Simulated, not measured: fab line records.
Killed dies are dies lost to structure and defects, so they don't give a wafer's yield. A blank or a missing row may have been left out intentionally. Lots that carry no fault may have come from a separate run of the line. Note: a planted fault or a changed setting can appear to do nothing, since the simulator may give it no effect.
Lot-split experiment -- flow n5_finfet -- 21 wafers read from 7 lots, route of 1938 steps

ABOUT THE SPLIT
At N5_BEOL_M12_SPUTTER_44 (material Ta, target thk 10 nm, time 16.13 s), the setting time_s was moved away from the recipe's 16.13 s on 4 of the 21 wafers read, by -12.8% to -3.9%. The other wafers ran this setting at the recipe's value.

The reading comes from the split's own step.

THE READING
Ta_of_BEOL_M12_SPUTTER_44.thk_nm (the simulator's own value, which no gauge read), in nm, at N5_BEOL_M12_SPUTTER_44 (material Ta, target thk 10 nm, time 16.13 s). The file does not state a usual value for it. The 17 wafers here that ran the recipe average 10.0 nm, standard deviation 0.18 nm.

wafer,"tool, chamber at the split","time_s as run, s",against the recipe,"Ta_of_BEOL_M12_SPUTTER_44.thk_nm, nm",against lot-mates on the recipe
L074.1,"pvd_sputter-02, -",16.13,recipe,10.4,-
L074.3,"pvd_sputter-02, -",16.13,recipe,10.4,-
L074.2,"pvd_sputter-02, -",14.07,-12.8%,8.8,-1.6
L076.2,"pvd_sputter-02, -",16.13,recipe,10,-
L076.6,"pvd_sputter-02, -",16.13,recipe,10,-
L076.3,"pvd_sputter-02, -",16.13,recipe,9.8,-
L080.1,"pvd_sputter-03, -",16.13,recipe,10.2,-
L080.3,"pvd_sputter-03, -",16.13,recipe,9.8,-
L080.6,"pvd_sputter-03, -",16.13,recipe,10,-
L078.4,"pvd_sputter-01, -",15.26,-5.4%,9.4,-0.6
L078.6,"pvd_sputter-01, -",15.26,-5.4%,9.4,-0.6
L078.5,"pvd_sputter-01, -",16.13,recipe,10,-
L084.1,"pvd_sputter-02, -",16.13,recipe,10.2,-
L084.2,"pvd_sputter-02, -",16.13,recipe,10,-
L084.4,"pvd_sputter-02, -",16.13,recipe,10,-
L089.2,"pvd_sputter-02, -",15.5,-3.9%,9.6,-0.4
L089.4,"pvd_sputter-02, -",16.13,recipe,10,-
L089.6,"pvd_sputter-02, -",16.13,recipe,10,-
L093.2,"pvd_sputter-02, -",16.13,recipe,9.8,-
L093.6,"pvd_sputter-02, -",16.13,recipe,9.8,-
L093.5,"pvd_sputter-02, -",16.13,recipe,10,-

FIT RESULTS
A straight line over all 21 wafers: Ta_of_BEOL_M12_SPUTTER_44.thk_nm changes by +0.101 nm for each +1% of time_s; r = +0.88; the points scatter about the line by 0.17 nm.
The same after taking each lot's own level away (the mean of its wafers on the recipe; 21 wafers): +0.121 nm for each +1%; r = +0.97; scatter 0.095 nm.
The reading moves by 1.5 nm for the largest change in time_s, on that fit.
From 9.87 to 10.40 nm: that is the span of the lots' own levels, equal to 3.0 times the standard deviation above.
In other words, the slope is changed by the lot-to-lot level; the two fits disagree.
Check: with one of the wafers moved furthest among these (-12.8%) left out of the fit, the line predicts -1.4 nm for it against its lot-mates. It came out at -1.6 nm against them.

FURTHER SPLITS ON THESE WAFERS
These wafers also went through other splits before the reading. Each is held against what the fit with the lots' levels taken away leaves over:
other split on the same wafers,wafers away from the commonest value,r with Ta_of_BEOL_M12_SPUTTER_44.thk_nm (lot level and that fit taken away)
N5_BEOL_M7_ETCH_41 source_w,5,-0.02
N5_BEOL_M8_COAT_22 spin_rpm,5,+0.10
N5_BEOL_M9_COAT_22 spin_rpm,8,+0.14
N5_BEOL_M9_ETCH_66 time_s,3,+0.12
N5_BEOL_M10_COAT_63 spin_rpm,5,+0.13
N5_BEOL_M10_PEB_26 peb_time_s,6,-0.05
N5_BEOL_M10_ETCH_41 source_w,8,-0.24
N5_BEOL_M11_TRENCH_ETCH_37 time_s,4,-0.13

FILE'S OWN FIT
Ta_of_BEOL_M12_SPUTTER_44.thk_nm changes by +0.122 nm for each +1% of time_s, r = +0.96.
